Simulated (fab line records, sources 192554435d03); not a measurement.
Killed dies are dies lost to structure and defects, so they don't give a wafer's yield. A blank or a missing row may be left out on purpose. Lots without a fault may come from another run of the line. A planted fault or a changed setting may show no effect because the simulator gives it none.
fab line records | flow n5_finfet
record lots=24 wafers=72 last_day=19
route steps=1938 shown BEOL_M9@1469 BEOL_M10@1470 BEOL_M11@1549
lots that met no fault: from a run of the same line without faults
start_h: hours from the record's first day to the start of the lot's first wafer shown | wait_h: hours since the lot's step before | " the same as in the row above | L1.1+2: a row that stands for several wafers | - no value, or no start given | * or withheld: withheld | < > ~ a bound
route shown NAME@n: a module of which the file shows steps, and the number in the route of the first | usual: mean/standard deviation of fault-free wafers | same: alike in all rows | chamber/n: place in a boat | sites: the reading at each site | _std_site: their standard deviation | _edge_site: outer sites' mean less inner sites' | radius_mm: how far each site lies from the wafer's centre | mask NAME#n: copy n | behind: the tool/chamber that last shaped the wafer | hold: why the lot was held/for how many hours/how that ended | device: the transistor (n, p or np) that didn't switch | end of line: the same wafers' tests at the end of the route | a step without rows: its recipe alone | killed: dies lost to structure and defects at the first sort, not the wafer's yield | map: a wafer's dies, x killed, . not, _ none there
set.NAME: the setting as run; set.NAME@STEP: as run at that earlier step | model.NAME: the simulator's own value behind a step, which no gauge read
steps of the route over a sample of lots; a table a step, a row a wafer
services: from which hour (start_h, from the record's first day; less than 0 if before it) a tool's chamber was out of use, for how many hours, and why
## steps
# step N5_BEOL_M9_INSPECT_58
# recipe inspect_instrument=darkfield mode=post_dep
# usual raw_defect_count=73/22
# columns lot.wafer tool chamber start_h wait_h raw_defect_count
L074.1 defect_inspect-01 - 213.90 0.0 87
L074.3 " - " " 88
L074.5 " - " " 83
L076.1 defect_inspect-02 - 230.45 0.0 117
L076.4 " - " " 69
L076.6 " - " " 88
L077.1 defect_inspect-01 - 233.88 0.0 71
L077.4 " - " " 90
L077.6 " - " " 59
L075.2 defect_inspect-02 - 244.49 0.0 78
L075.4 " - " " 52
L075.6 " - " " 55
L078.2 defect_inspect-01 - 250.51 0.0 74
L078.4 " - " " 79
L078.6 " - " " 82
L080.1 defect_inspect-02 - 271.79 0.0 56
L080.3 " - " " 82
L080.5 " - " " 64
L079.2 defect_inspect-02 - 276.73 0.0 85
L079.3 " - " " 64
L079.5 " - " " 75
L082.1 defect_inspect-01 - 277.00 0.0 67
L082.4 " - " " 86
L082.5 " - " " 60
L081.1 defect_inspect-01 - 280.38 0.0 56
L081.2 " - " " 64
L081.6 " - " " 70
L083.2 defect_inspect-01 - 281.52 0.0 52
L083.4 " - " " 40
L083.6 " - " " 66
L085.2 defect_inspect-02 - 301.15 0.0 104
L085.5 " - " " 46
L085.6 " - " " 65
L084.2 defect_inspect-01 - 303.93 0.0 95
L084.5 " - " " 42
L084.6 " - " " 58
L088.2 defect_inspect-01 - 308.74 0.0 55
L088.3 " - " " 74
L088.4 " - " " 41
L087.2 defect_inspect-01 - 310.33 0.0 57
L087.3 " - " " 57
L087.6 " - " " 86
L089.1 defect_inspect-01 - 312.44 0.0 48
L089.4 " - " " 64
L089.6 " - " " 61
L086.1 defect_inspect-02 - 312.71 0.0 78
L086.3 " - " " 106
L086.5 " - " " 50
L090.3 defect_inspect-01 - 321.49 0.0 86
L090.4 " - " " 81
L090.6 " - " " 64
L091.2 defect_inspect-01 - 326.24 0.0 33
L091.5 " - " " 72
L091.6 " - " " 71
L092.3 defect_inspect-02 - 336.33 0.0 87
L092.5 " - " " 26
L092.6 " - " " 71
L093.2 defect_inspect-02 - 352.49 0.0 66
L093.3 " - " " 56
L093.4 " - " " 41
L095.2 defect_inspect-01 - 365.27 0.0 103
L095.5 " - " " 77
L095.6 " - " " 82
L094.3 defect_inspect-01 - 367.52 0.0 46
L094.5 " - " " 44
L094.6 " - " " 61
L096.1 defect_inspect-01 - 367.93 0.0 71
L096.2 " - " " 92
L096.5 " - " " 88
L097.3 defect_inspect-02 - 388.47 0.0 97
L097.4 " - " " 100
L097.5 " - " " 163
# step N5_BEOL_M10_ILD_DEP_00
# recipe material=SiCOH_lowk target_thk_a=3085.1 temp_c=300 precursor=DEMS/porogen pressure_torr=5 rf_w=500 time_s=58
# usual heater_power_w=288/32 showerhead_plenum_p_Torr=5.739/0.016 throttle_valve_pct=13.5/0.59
# columns lot.wafer tool chamber start_h wait_h heater_power_w showerhead_plenum_p_Torr throttle_valve_pct
L074.1 pecvd-03 2 213.94 0.0 294 5.751 13.0
L074.3 " 1 " " 258 5.757 13.2
L074.5 " 1 " " 266 5.765 13.4
L076.1 pecvd-03 0 230.48 0.0 276 5.730 14.6
L076.4 " 1 " " 278 5.767 13.3
L076.6 " 0 " " 281 5.738 14.6
L077.1 pecvd-03 2 233.92 0.0 315 5.761 13.1
L077.4 " 1 " " 261 5.764 13.0
L077.6 " 0 " " 314 5.726 14.3
L075.2 pecvd-02 0 244.52 0.0 294 5.730 13.5
L075.4 " 2 " " 253 5.736 13.0
L075.6 " 0 " " 291 5.726 13.5
L078.2 pecvd-03 1 250.54 0.0 229 5.754 13.2
L078.4 " 1 " " 244 5.765 13.6
L078.6 " 0 " " 322 5.740 14.4
L080.1 pecvd-03 0 271.82 0.0 308 5.733 14.4
L080.3 " 2 " " 313 5.759 13.0
L080.5 " 2 " " 317 5.752 13.1
L079.2 pecvd-03 0 276.76 0.0 293 5.723 14.6
L079.3 " 2 " " 268 5.746 12.7
L079.5 " 0 " " 302 5.728 14.4
L082.1 pecvd-03 0 277.04 0.0 328 5.734 14.6
L082.4 " 2 " " 301 5.752 13.1
L082.5 " 0 " " 259 5.752 14.6
L081.1 pecvd-03 2 280.42 0.0 282 5.757 13.0
L081.2 " 0 " " 268 5.734 14.5
L081.6 " 2 " " 293 5.757 13.0
L083.2 pecvd-02 0 281.56 0.0 313 5.725 13.3
L083.4 " 1 " " 302 5.729 13.3
L083.6 " 2 " " 316 5.737 13.2
L085.2 pecvd-02 2 301.19 0.0 259 5.748 12.7
L085.5 " 0 " " 297 5.729 13.3
L085.6 " 1 " " 309 5.732 13.6
L084.2 pecvd-04 1 303.97 0.0 367 5.736 14.6
L084.5 " 2 " " 254 5.755 13.1
L084.6 " 0 " " 198 5.717 13.1
L088.2 pecvd-02 0 308.78 0.0 272 5.720 13.7
L088.3 " 2 " " 314 5.737 12.8
L088.4 " 1 " " 283 5.708 13.4
L087.2 pecvd-03 0 310.36 0.0 278 5.720 14.5
L087.3 " 1 " " 261 5.763 13.2
L087.6 " 1 " " 269 5.759 13.1
L089.1 pecvd-03 2 312.48 0.0 317 5.750 13.1
L089.4 " 0 " " 301 5.720 14.4
L089.6 " 2 " " 248 5.756 13.2
L086.1 pecvd-02 1 312.75 0.0 328 5.732 13.0
L086.3 " 0 " " 249 5.734 13.4
L086.5 " 1 " " 263 5.723 13.3
L090.3 pecvd-02 0 321.53 0.0 299 5.736 13.6
L090.4 " 1 " " 299 5.716 13.4
L090.6 " 0 " " 308 5.713 13.7
L091.2 pecvd-03 1 326.27 0.0 286 5.764 13.2
L091.5 " 0 " " 319 5.730 14.1
L091.6 " 1 " " 233 5.739 13.4
L092.3 pecvd-04 2 336.37 0.0 257 5.730 12.9
L092.5 " 2 " " 260 5.740 13.1
L092.6 " 1 " " 368 5.728 14.9
L093.2 pecvd-02 0 352.53 0.0 319 5.732 13.6
L093.3 " 2 " " 310 5.757 12.8
L093.4 " 2 " " 320 5.728 13.1
L095.2 pecvd-02 0 365.31 0.0 294 5.734 13.7
L095.5 " 2 " " 294 5.744 13.0
L095.6 " 1 " " 274 5.716 13.3
L094.3 pecvd-03 1 367.56 0.0 239 5.765 13.6
L094.5 " 1 " " 243 5.776 13.1
L094.6 " 0 " " 325 5.708 14.3
L096.1 pecvd-03 2 367.97 0.0 279 5.755 13.1
L096.2 " 1 " " 266 5.756 13.4
L096.5 " 1 " " 269 5.762 13.4
L097.3 pecvd-03 1 388.51 0.0 277 5.747 13.6
L097.4 " 1 " " 286 5.752 13.5
L097.5 " 0 " " 316 5.713 14.5
# step N5_BEOL_M10_INSPECT_13
# recipe mode=adi inspect_instrument=brightfield
# usual raw_defect_count=432/100
# columns lot.wafer tool chamber start_h wait_h raw_defect_count
L074.1 defect_inspect-01 - 217.50 0.0 512
L074.3 " - " " 411
L074.5 " - " " 453
L076.1 defect_inspect-01 - 233.69 0.0 389
L076.4 " - " " 405
L076.6 " - " " 444
L077.1 defect_inspect-01 - 235.45 0.0 370
L077.4 " - " " 320
L077.6 " - " " 327
L075.2 defect_inspect-02 - 248.02 0.0 425
L075.4 " - " " 435
L075.6 " - " " 246
L078.2 defect_inspect-02 - 251.92 0.0 518
L078.4 " - " " 415
L078.6 " - " " 523
L080.1 defect_inspect-02 - 274.86 0.0 653
L080.3 " - " " 456
L080.5 " - " " 439
L082.1 defect_inspect-02 - 279.24 0.0 350
L082.4 " - " " 384
L082.5 " - " " 421
L079.2 defect_inspect-02 - 279.45 0.0 499
L079.3 " - " " 625
L079.5 " - " " 420
L081.1 defect_inspect-01 - 281.83 0.0 397
L081.2 " - " " 683
L081.6 " - " " 459
L083.2 defect_inspect-02 - 284.27 0.0 502
L083.4 " - " " 241
L083.6 " - " " 394
L085.2 defect_inspect-02 - 302.46 0.0 546
L085.5 " - " " 419
L085.6 " - " " 515
L084.2 defect_inspect-01 - 306.03 0.0 335
L084.5 " - " " 393
L084.6 " - " " 337
L088.2 defect_inspect-01 - 310.98 0.0 301
L088.3 " - " " 292
L088.4 " - " " 381
L087.2 defect_inspect-01 - 312.17 0.0 384
L087.3 " - " " 418
L087.6 " - " " 703
L089.1 defect_inspect-01 - 315.51 0.0 256
L089.4 " - " " 263
L089.6 " - " " 215
L086.1 defect_inspect-01 - 315.82 0.0 476
L086.3 " - " " 483
L086.5 " - " " 441
L090.3 defect_inspect-01 - 324.43 0.0 477
L090.4 " - " " 345
L090.6 " - " " 311
L091.2 defect_inspect-01 - 328.29 0.0 640
L091.5 " - " " 531
L091.6 " - " " 468
L092.3 defect_inspect-02 - 339.74 0.0 585
L092.5 " - " " 438
L092.6 " - " " 599
L093.2 defect_inspect-02 - 354.41 0.0 348
L093.3 " - " " 322
L093.4 " - " " 367
L095.2 defect_inspect-01 - 367.35 0.0 577
L095.5 " - " " 455
L095.6 " - " " 524
L094.3 defect_inspect-01 - 369.47 0.0 350
L094.5 " - " " 350
L094.6 " - " " 382
L096.1 defect_inspect-02 - 370.62 0.0 585
L096.2 " - " " 555
L096.5 " - " " 370
L097.3 defect_inspect-02 - 391.77 0.0 533
L097.4 " - " " 691
L097.5 " - " " 574
# step N5_BEOL_M10_ETCH_61
# recipe chemistry=CF4 target=SiARC target_depth_a=390 mask_material=CAR-ArF time_s=65 ion_energy_ev=80 pressure_mtorr=40 source_w=545 bias_w=36 Ar_flow_sccm=100 cf4_flow_sccm=100 ends=cleared
# usual chamber_pressure_mTorr=40.00/0.035 drypump_motor_current_A=5.5/0.34 etch_rf_on_time_s=65.4/1.2 oes_product_au=0.65/0.07 rf_vpp_V=183.9/1.3 showerhead_plenum_p_Torr=2.13/0.059 throttle_valve_pct=15.81/0.22
# columns lot.wafer tool chamber start_h wait_h chamber_pressure_mTorr drypump_motor_current_A etch_rf_on_time_s oes_product_au rf_hours_counter_h rf_vpp_V showerhead_plenum_p_Torr throttle_valve_pct
L074.1 rie_diel-01 3 217.98 0.0 40.07 5.7 62.1 0.63 199 183.5 2.12 15.88
L074.3 " 0 " " 39.98 5.7 65.9 0.69 84 185.6 2.16 15.65
L074.5 " 2 " " 39.98 5.7 64.8 0.67 - 183.8 2.15 15.75
L076.1 rie_diel-02 0 233.76 0.0 39.99 6.2 66.1 0.64 175 181.9 2.05 15.60
L076.4 " 1 " " 39.98 5.2 66.6 0.63 163 184.6 2.14 15.68
L076.6 " 3 " " 40.01 5.1 66.4 0.62 - 185.8 2.21 16.02
L077.1 rie_diel-02 0 235.52 0.0 39.99 6.1 64.9 0.64 176 182.7 2.05 15.59
L077.4 " 3 " " 39.99 5.1 65.7 0.62 202 185.6 2.21 16.02
L077.6 " 2 " " 39.98 5.3 65.1 0.60 - 183.3 2.04 16.19
L075.2 rie_diel-02 2 248.09 0.0 40.04 5.3 65.2 0.60 223 183.0 2.04 16.18
L075.4 " 3 " " 39.99 5.1 65.0 0.62 206 185.4 2.21 16.05
L075.6 " 3 " " 39.95 5.1 66.0 0.62 - 185.0 2.21 16.05
L078.2 rie_diel-02 0 251.99 0.0 39.94 6.1 64.9 0.64 181 182.2 2.05 15.61
L078.4 " 1 " " 39.93 5.3 65.3 0.63 169 183.2 2.14 15.68
L078.6 " 1 " " 39.94 5.2 65.6 0.63 - 183.5 2.14 15.69
L080.1 rie_diel-06 0 275.35 0.0 39.99 5.2 67.3 0.58 242 184.8 2.20 16.09
L080.3 " 3 " " 39.96 5.9 65.1 0.62 205 183.2 2.05 15.85
L080.5 " 3 " " 40.01 5.9 65.9 0.61 - 183.9 2.05 15.83
L082.1 rie_diel-06 2 279.31 0.0 39.97 5.1 65.2 0.58 234 186.0 2.20 15.83
L082.4 " 1 " " 39.97 5.2 63.8 0.78 32 184.4 2.11 15.48
L082.5 " 0 " " 40.00 5.2 66.9 0.57 - 185.5 2.20 16.10
L079.2 rie_diel-01 1 279.62 0.0 40.06 5.7 65.3 0.73 61 184.0 2.17 15.58
L079.3 " 3 " " 39.98 5.7 63.4 0.61 220 181.5 2.12 15.91
L079.5 " 2 " " 40.05 5.7 65.4 0.65 - 183.8 2.15 15.78
L081.1 rie_diel-02 3 281.90 0.0 40.11 5.1 65.2 0.61 215 185.4 2.20 16.06
L081.2 " 1 " " 40.04 5.3 65.0 0.63 177 184.0 2.14 15.72
L081.6 " 3 " " 40.03 5.1 65.2 0.61 - 185.7 2.20 16.06
L083.2 rie_diel-02 0 284.34 0.0 39.98 6.1 65.9 0.63 190 184.2 2.05 15.64
L083.4 " 1 " " 40.03 5.2 66.5 0.62 178 182.9 2.14 15.70
L083.6 " 2 " " 39.99 5.3 66.3 0.59 - 181.2 2.04 16.21
L085.2 rie_diel-02 0 302.76 0.0 39.92 6.1 66.3 0.62 197 183.4 2.05 15.65
L085.5 " 2 " " 39.96 5.3 67.0 0.58 - 181.7 2.04 16.22
L085.6 " 3 " " 40.00 5.1 66.9 0.60 - 184.7 2.20 16.09
L084.2 rie_diel-06 1 306.10 0.0 40.01 5.2 63.6 0.78 42 184.7 2.11 15.51
L084.5 " 0 " " 39.96 5.2 67.3 0.57 - 184.7 2.20 16.11
L084.6 " 1 " " 39.98 5.2 64.1 0.78 - 183.9 2.11 15.49
L088.2 rie_diel-01 0 311.04 0.0 39.99 5.7 67.3 0.65 118 183.3 2.14 15.70
L088.3 " 1 " " 40.01 5.8 66.2 0.71 73 184.7 2.17 15.61
L088.4 " 2 " " 39.99 5.7 66.0 0.65 143 184.6 2.14 15.80
L087.2 rie_diel-06 3 312.23 0.0 40.00 5.9 64.9 0.62 218 181.5 2.05 15.89
L087.3 " 1 " " 40.04 5.2 64.1 0.77 43 182.8 2.11 15.49
L087.6 " 3 " " 39.98 5.9 65.4 0.61 - 182.8 2.05 15.87
L089.1 rie_diel-06 3 315.94 0.0 39.99 5.9 65.8 0.61 219 183.8 2.05 15.87
L089.4 " 2 " " 39.98 5.1 65.9 0.57 246 184.4 2.20 15.86
L089.6 " 3 " " 39.97 5.9 65.3 0.61 - 181.1 2.05 15.89
L086.1 rie_diel-01 1 316.43 0.0 39.99 5.7 65.8 0.71 75 185.7 2.17 15.62
L086.3 " 2 " " 39.98 5.7 65.2 0.65 144 182.3 2.14 15.81
L086.5 " 3 " " 39.95 5.7 63.2 0.61 - 184.0 2.11 15.92
L090.3 rie_diel-01 2 324.61 0.0 40.04 5.7 65.3 0.64 147 184.0 2.14 15.81
L090.4 " 3 " " 40.09 5.7 62.8 0.60 235 183.9 2.11 15.96
L090.6 " 1 " " 40.00 5.7 65.2 0.71 - 183.7 2.17 15.60
L091.2 rie_diel-06 2 328.99 0.0 40.00 5.1 65.8 0.57 250 183.9 2.20 15.86
L091.5 " 1 " " 39.98 5.2 64.7 0.76 - 182.8 2.10 15.52
L091.6 " 3 " " 40.01 5.9 65.0 0.61 - 183.2 2.05 15.89
L092.3 rie_diel-02 0 339.81 0.0 40.01 6.1 65.8 0.61 211 183.4 2.04 15.67
L092.5 " 1 " " 40.01 5.2 66.0 0.61 - 183.5 2.13 15.75
L092.6 " 3 " " 40.04 5.1 66.2 0.60 - 185.8 2.20 16.12
L093.2 rie_diel-01 3 354.48 0.0 40.07 5.7 63.4 0.60 245 183.1 2.11 15.95
L093.3 " 1 " " 39.99 5.7 66.2 0.69 88 184.0 2.16 15.63
L093.4 " 0 " " 40.04 5.7 68.4 0.64 132 184.8 2.14 15.72
L095.2 rie_diel-02 3 367.58 0.0 39.96 5.1 65.7 0.59 249 186.3 2.19 16.13
L095.5 " 0 " " 40.06 6.2 66.0 0.60 - 184.7 2.04 15.71
L095.6 " 1 " " 40.02 5.3 65.8 0.61 - 184.8 2.13 15.77
L094.3 rie_diel-01 1 369.69 0.0 40.01 5.7 64.3 0.70 95 182.9 2.16 15.63
L094.5 " 2 " " 39.96 5.7 65.7 0.63 - 183.3 2.13 15.85
L094.6 " 0 " " 40.03 5.8 66.3 0.64 - 184.4 2.14 15.73
L096.1 rie_diel-06 0 371.14 0.0 40.03 5.2 63.1 0.84 2 187.3 2.19 15.58
L096.2 " 3 " " 40.03 5.9 65.1 0.60 243 182.5 2.04 15.91
L096.5 " 0 " " 39.97 5.2 63.6 0.84 - 183.1 2.19 15.59
L097.3 rie_diel-06 0 391.85 0.0 40.02 5.2 63.5 0.81 10 183.7 2.19 15.61
L097.4 " 2 " " 40.04 5.1 62.9 0.85 - 184.3 2.19 15.37
L097.5 " 0 " " 39.99 5.2 63.4 0.80 - 183.2 2.19 15.63
# step N5_BEOL_M10_CMP_52
# recipe stop_on=SiCOH_lowk t_overpolish_s=7 down_force_psi=1 platen_rpm=50 clearing_platen_down_force_psi=1.5 clearing_platen_rpm=50 post_cmp_clean=cu_alkaline target_thk_nm=140 clearing_platen_pad_velocity_m_s=0.99484 pad_velocity_m_s=0.99484
# usual barrier_field_endpoint_s=29.0/0.69 clearing_platen_down_force_psi=1.5003/0.0027 motor_current_A=6.3/0.71 overpolish_run_s=7.000/0.0095 time_to_endpoint_s=66.6/2.9
# same t_overpolish_s=7
# columns lot.wafer tool chamber start_h wait_h barrier_field_endpoint_s clearing_platen_down_force_psi motor_current_A overpolish_run_s time_to_endpoint_s
L074.1 cmp-03 0 222.17 0.3 28.1 1.4979 6.0 7.006 65.1
L074.3 " 1 " " 29.3 1.4993 6.5 7.018 68.6
L074.5 " 2 " " 29.4 1.4991 6.4 6.977 66.2
L077.4 cmp-04 1 240.84 0.2 30.8 1.5043 6.3 7.001 67.6
L077.1 " 2 " " 30.0 1.5026 6.7 7.006 67.1
L077.6 " 0 " " 29.9 1.4974 6.4 6.994 64.9
L076.1 cmp-04 3 241.29 0.3 28.2 1.4991 7.3 6.996 66.9
L076.4 " 0 " " 27.6 1.4978 6.5 6.996 60.6
L076.6 " 3 " " 28.8 1.4974 8.0 6.996 67.4
L075.2 cmp-03 0 252.21 0.2 27.9 1.5041 5.7 7.000 61.0
L075.4 " 3 " " 28.8 1.4966 4.9 6.998 63.1
L075.6 " 1 " " 29.3 1.5001 6.3 6.999 66.3
L078.4 cmp-04 1 258.65 0.2 29.4 1.4948 6.2 6.993 66.1
L078.2 " 2 " " 29.3 1.5082 6.7 6.990 63.7
L078.6 " 0 " " 29.5 1.4958 6.2 7.000 64.4
L080.1 cmp-04 2 281.70 0.5 28.2 1.4990 7.1 7.000 64.4
L080.3 " 1 " " 29.4 1.4958 6.2 7.003 67.9
L080.5 " 2 " " 29.0 1.5024 6.9 6.993 64.8
L082.4 cmp-04 2 284.80 0.3 29.4 1.5065 7.1 7.009 66.2
L082.1 " 3 " " 28.8 1.4978 6.8 7.008 67.6
L082.5 " 0 " " 28.5 1.4989 6.5 7.003 62.9
L079.3 cmp-03 1 284.99 0.2 28.9 1.5039 6.3 7.006 68.6
L079.2 " 2 " " 27.5 1.5016 6.2 6.998 63.3
L079.5 " 0 " " 27.1 1.5046 5.9 7.009 63.8
L081.2 cmp-03 3 285.58 0.2 28.7 1.5018 5.1 7.004 65.5
L081.1 " 0 " " 28.6 1.4993 6.1 6.994 65.2
L081.6 " 3 " " 28.7 1.5027 4.9 7.012 65.1
L083.4 cmp-03 3 288.71 0.1 29.6 1.4995 4.9 6.996 68.4
L083.2 " 2 " " 29.0 1.5047 6.2 6.991 64.3
L083.6 " 0 " " 29.5 1.4991 6.0 6.991 66.4
L085.2 cmp-02 1 310.46 0.2 29.4 1.5018 6.6 6.999 72.4
L085.5 " 1 " " 29.4 1.4954 6.6 7.002 68.3
L085.6 " 2 " " 29.1 1.4988 5.9 7.016 64.0
L084.2 cmp-04 0 311.64 0.3 28.3 1.5007 6.4 6.974 63.3
L084.5 " 2 " " 29.2 1.5015 6.9 7.004 64.0
L084.6 " 3 " " 29.7 1.5024 7.3 6.995 68.0
L087.2 cmp-04 2 317.44 0.2 28.9 1.4997 6.8 7.003 64.4
L087.3 " 0 " " 29.2 1.4985 6.3 6.990 61.0
L087.6 " 2 " " 28.2 1.5014 6.7 7.001 64.0
L088.4 cmp-03 1 317.98 0.1 29.2 1.5000 6.3 7.001 70.5
L088.3 " 2 " " 27.5 1.5048 6.2 6.971 64.4
L088.2 " 0 " " 29.1 1.5002 6.1 7.000 68.8
L086.1 cmp-02 3 321.31 0.3 29.2 1.4979 6.0 6.993 65.8
L086.3 " 1 " " 29.1 1.5018 6.2 6.997 66.0
L086.5 " 0 " " 29.2 1.5054 7.6 6.982 69.3
L089.1 cmp-04 2 321.43 0.3 28.4 1.4987 6.7 7.009 64.1
L089.4 " 3 " " 29.1 1.5018 7.2 6.990 67.5
L089.6 " 1 " " 29.5 1.5005 6.4 7.004 67.8
L090.3 cmp-02 2 328.38 0.2 28.4 1.4975 6.2 6.985 66.7
L090.4 " 3 " " 29.8 1.4991 6.3 6.991 69.5
L090.6 " 3 " " 29.6 1.5029 5.9 7.016 74.4
L091.2 cmp-03 2 336.36 0.2 27.8 1.5005 6.2 7.016 61.5
L091.5 " 2 " " 28.2 1.4988 6.4 6.996 65.8
L091.6 " 3 " " 28.8 1.4993 4.9 7.007 65.6
L092.3 cmp-04 1 345.31 0.2 29.1 1.4989 6.2 6.998 69.2
L092.6 " 3 " " 29.9 1.5014 7.5 6.998 70.7
L092.5 " 0 " " 28.3 1.5012 6.5 7.009 64.1
L093.3 cmp-03 2 360.01 0.2 28.7 1.4964 6.4 6.999 65.1
L093.4 " 3 " " 29.2 1.5017 5.0 7.015 67.7
L093.2 " 0 " " 27.9 1.4994 5.7 6.994 64.3
L095.2 cmp-03 3 372.88 0.3 28.9 1.5001 5.0 6.997 68.3
L095.6 " 0 " " 29.4 1.5018 6.1 7.003 65.8
L095.5 " 1 " " 30.4 1.5001 6.3 6.989 69.2
L094.3 cmp-02 1 375.32 0.2 28.4 1.5037 6.2 6.992 67.9
L094.6 " 1 " " 29.3 1.5003 6.4 7.005 71.5
L094.5 " 2 " " 28.4 1.5029 6.1 7.003 65.1
L096.2 cmp-02 3 377.59 0.2 29.2 1.5019 6.1 6.992 68.2
L096.1 " 1 " " 29.5 1.5007 6.6 6.984 72.0
L096.5 " 0 " " 30.0 1.5047 7.8 6.997 67.5
L097.4 cmp-03 2 396.19 0.1 28.6 1.5011 6.1 7.001 58.8
L097.3 " 3 " " 29.7 1.5015 4.9 6.992 65.2
L097.5 " 3 " " 30.1 1.5012 4.9 7.012 66.5
# step N5_BEOL_M11_CD_MEAS_11
# recipe target_cd_nm=64.1 landing_energy_ev=500 detector=se_inlens polarity=opening
# usual cd_nm=64.1/0.51
# columns lot.wafer tool chamber start_h wait_h cd_nm
L074.1 cd_sem-03 0 224.06 - 63.9
L074.3 " 0 " " 64.0
L074.5 " 0 " " 63.8
L077.1 cd_sem-01 0 244.34 - 64.7
L077.4 " 0 " " 64.2
L077.6 " 0 " " 64.7
L076.1 cd_sem-03 0 244.56 - 64.2
L076.4 " 0 " " 64.1
L076.6 " 0 " " 63.6
L075.2 cd_sem-02 0 254.89 - 63.5
L075.4 " 0 " " 64.4
L075.6 " 0 " " 63.5
L078.2 cd_sem-02 0 263.88 - 64.3
L078.4 " 0 " " 64.5
L078.6 " 0 " " 65.2
L080.1 cd_sem-01 0 284.19 - 64.0
L080.3 " 0 " " 64.0
L080.5 " 0 " " 63.2
L082.1 cd_sem-02 0 287.59 - 63.1
L082.4 " 0 " " 63.4
L082.5 " 0 " " 63.3
L079.2 cd_sem-02 0 287.76 - 64.1
L079.3 " 0 " " 64.5
L079.5 " 0 " " 64.8
L081.1 cd_sem-02 0 287.92 - 62.9
L081.2 " 0 " " 62.9
L081.6 " 0 " " 63.8
L083.2 cd_sem-02 0 293.15 - 63.7
L083.4 " 0 " " 64.2
L083.6 " 0 " " 63.8
L085.2 cd_sem-02 0 314.73 - 64.1
L085.5 " 0 " " 64.8
L085.6 " 0 " " 63.7
L084.2 cd_sem-01 0 315.67 - 63.9
L084.5 " 0 " " 63.6
L084.6 " 0 " " 64.5
L087.2 cd_sem-01 0 320.13 - 64.7
L087.3 " 0 " " 64.1
L087.6 " 0 " " 64.7
L088.2 cd_sem-01 0 320.29 - 63.8
L088.3 " 0 " " 63.5
L088.4 " 0 " " 63.2
L086.1 cd_sem-03 0 324.59 - 64.4
L086.3 " 0 " " 63.8
L086.5 " 0 " " 64.8
L089.1 cd_sem-01 0 324.79 - 63.8
L089.4 " 0 " " 64.5
L089.6 " 0 " " 64.3
L090.3 cd_sem-03 0 331.04 - 63.9
L090.4 " 0 " " 64.0
L090.6 " 0 " " 64.5
L091.2 cd_sem-01 0 339.78 - 64.5
L091.5 " 0 " " 64.6
L091.6 " 0 " " 64.1
L092.3 cd_sem-01 0 347.82 - 63.9
L092.5 " 0 " " 64.1
L092.6 " 0 " " 63.8
L093.2 cd_sem-02 0 362.72 - 64.7
L093.3 " 0 " " 64.9
L093.4 " 0 " " 64.7
L095.2 cd_sem-03 0 374.91 - 64.7
L095.5 " 0 " " 64.2
L095.6 " 0 " " 64.3
L094.3 cd_sem-02 0 377.38 - 64.5
L094.5 " 0 " " 64.0
L094.6 " 0 " " 63.9
L096.1 cd_sem-01 0 382.59 - 64.5
L096.2 " 0 " " 63.8
L096.5 " 0 " " 64.4
L097.3 cd_sem-02 0 399.11 - 64.9
L097.4 " 0 " " 64.3
L097.5 " 0 " " 63.7
## services
# columns tool chamber start_h hours kind
rie_diel-02 2 192.53 6.0 repair
pecvd-03 - 199.47 0.3 repair
cmp-03 - 222.93 2.0 repair
cmp-04 - 223.35 3.7 repair
rie_diel-06 2 229.79 1.7 repair
cmp-03 - 239.45 2.6 repair
cmp-03 - 256.88 0.8 repair
cmp-04 - 258.84 4.0 pm
cmp-03 - 265.70 3.4 pm
pecvd-03 - 270.84 0.9 repair
cmp-04 - 278.23 0.5 repair
pecvd-02 1 295.21 5.2 repair
rie_diel-02 2 312.22 9.2 repair
cmp-03 - 318.99 4.0 pm
rie_diel-06 0 324.90 17.4 repair
rie_diel-06 3 332.84 3.2 repair
cmp-04 - 360.79 8.1 pm
rie_diel-02 1 370.46 5.3 repair
cmp-04 - 371.85 2.7 repair
cmp-04 - 376.36 11.1 pm
pecvd-02 - 386.45 0.3 repair
pecvd-03 - 392.12 5.5 pm
rie_diel-02 1 395.15 19.8 repair
cmp-04 - 396.04 18.9 repair
## key
fault none
